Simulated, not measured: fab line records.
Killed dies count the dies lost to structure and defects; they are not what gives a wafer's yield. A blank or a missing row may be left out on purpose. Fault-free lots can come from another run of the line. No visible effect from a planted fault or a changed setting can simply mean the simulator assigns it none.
Chamber matching + flow n5-finfet + N5_SDB_ALD_29 on ald-sin-04: 4 sister chambers
The step deposits SiNx, target thk 30 nm, pulse time 1 s, ald cycles 600. 8 wafers are shown with their chamber, then 8 later ones without.

EACH WAFER AND ITS CHAMBER
| wafer  | chamber | heater-power-w (W) | precursor-pulse-height-rel |
|--------|---------|--------------------|----------------------------|
| L079.2 | 0       | 729                | 0.995                      |
| L079.4 | 1       | 858                | 0.985                      |
| L079.5 | 2       | 966                | 0.995                      |
| L079.6 | 3       | 952                | 0.999                      |
| L081.1 | 1       | 876                | 1.024                      |
| L081.3 | 0       | 727                | 1.026                      |
| L081.6 | 3       | 989                | 0.980                      |
| L093.1 | 2       | 972                | 0.996                      |

WAFERS MISSING THEIR CHAMBER
| wafer  | heater-power-w (W) | precursor-pulse-height-rel |
|--------|--------------------|----------------------------|
| L093.3 | 969                | 0.979                      |
| L093.5 | 873                | 0.988                      |
| L095.1 | 868                | 0.992                      |
| L095.2 | 962                | 0.958                      |
| L095.3 | 988                | 1.009                      |
| L095.4 | 736                | 1.031                      |
| L095.5 | 955                | 1.007                      |
| L095.6 | 722                | 0.985                      |

THE CHAMBER EACH PASSED THROUGH
| wafer  | from the rows above     | in truth |
|--------|-------------------------|----------|
| L093.3 | can't be placed: 3 or 2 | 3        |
| L093.5 | 1                       | 1        |
| L095.1 | 1                       | 1        |
| L095.2 | can't be placed: 3 or 2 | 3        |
| L095.3 | can't be placed: 2 or 3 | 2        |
| L095.4 | 0                       | 0        |
| L095.5 | can't be placed: 2 or 3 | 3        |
| L095.6 | 0                       | 0        |
Correct placement for 4 of the 8. These rows do not allow placing 4 (true chamber among the candidates in 4). Number placed wrongly: 0.
How it was worked out, from the rows above alone: a wafer's distance from a chamber is the root of the sum, over the readings, of the square of ((its reading less the chamber's mean) divided by the reading's scatter). The wafer belongs to the nearest chamber; if the next one is less than 2 further off, it can't be placed. The mean given for a chamber averages the wafers shown for that chamber. The scatter: take each reading less its chamber's mean, square it, sum over the shown wafers, divide by the number of wafers less the number of chambers, and take the root.
